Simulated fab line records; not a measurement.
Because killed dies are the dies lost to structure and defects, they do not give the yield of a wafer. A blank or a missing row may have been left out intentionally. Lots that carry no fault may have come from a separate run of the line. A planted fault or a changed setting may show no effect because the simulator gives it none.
Chamber matching -- flow n5_finfet -- pecvd-03 running N5_BEOL_M5_DEP_56: 3 sister chambers
The step deposits SiCN from 3MS/NH3, target thk 8 nm, time 14 s. 18 wafers are shown with their chamber, then 9 later ones without.

== WAFERS WITH THEIR CHAMBER ==
wafer,chamber,throttle_valve_pct (%),showerhead_plenum_p_Torr (Torr)
L075.3,1,9.5,3.659
L075.4,0,9.1,3.684
L075.6,2,8.1,3.661
L078.1,0,9.3,3.678
L078.3,1,9.7,3.667
L078.5,0,9.0,3.679
L079.1,0,9.1,3.686
L079.4,1,9.8,3.647
L079.6,2,8.4,3.658
L081.1,2,8.3,3.664
L081.2,0,8.9,3.669
L081.3,1,9.5,3.661
L080.1,1,9.5,3.659
L080.2,2,8.4,3.657
L080.4,1,9.6,3.656
L086.2,1,9.6,3.661
L086.3,0,9.1,3.665
L086.5,1,9.7,3.664

SIGNATURES (averages over the wafers above)
reading,chamber 0,chamber 1,chamber 2,scatter within a chamber
throttle_valve_pct,9.083,9.613,8.300,0.126
showerhead_plenum_p_Torr,3.67683,3.65925,3.66000,0.00644
Rule: a wafer's distance from a chamber is the root of the sum, over the readings, of the square of ((its reading less the chamber's mean) divided by the reading's scatter). If the next closest chamber is less than 2 further off than the closest, the wafer can't be placed; otherwise it belongs to the closest. The scatter is the square root of a quotient: the sum, over the shown wafers, of each reading's squared deviation from its chamber's mean, divided by wafers minus chambers.

== WAFERS MISSING THEIR CHAMBER ==
wafer,throttle_valve_pct (%),showerhead_plenum_p_Torr (Torr)
L090.3,9.0,3.674
L090.4,9.6,3.661
L090.5,9.1,3.677
L091.1,8.9,3.674
L091.2,8.4,3.674
L091.5,8.7,3.661
L096.2,10.0,3.663
L096.3,9.6,3.656
L096.4,9.2,3.681

== CHAMBER TAKEN BY EACH ==
wafer,from the rows above,in truth
L090.3,0,0
L090.4,1,1
L090.5,0,0
L091.1,0,0
L091.2,2,2
L091.5,can't be placed: 2 or 0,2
L096.2,1,1
L096.3,1,1
L096.4,0,0
8 of 9 placed correctly. Not placeable from these rows: 1 (in 1, the candidates include the true chamber). Number placed wrongly: 0.
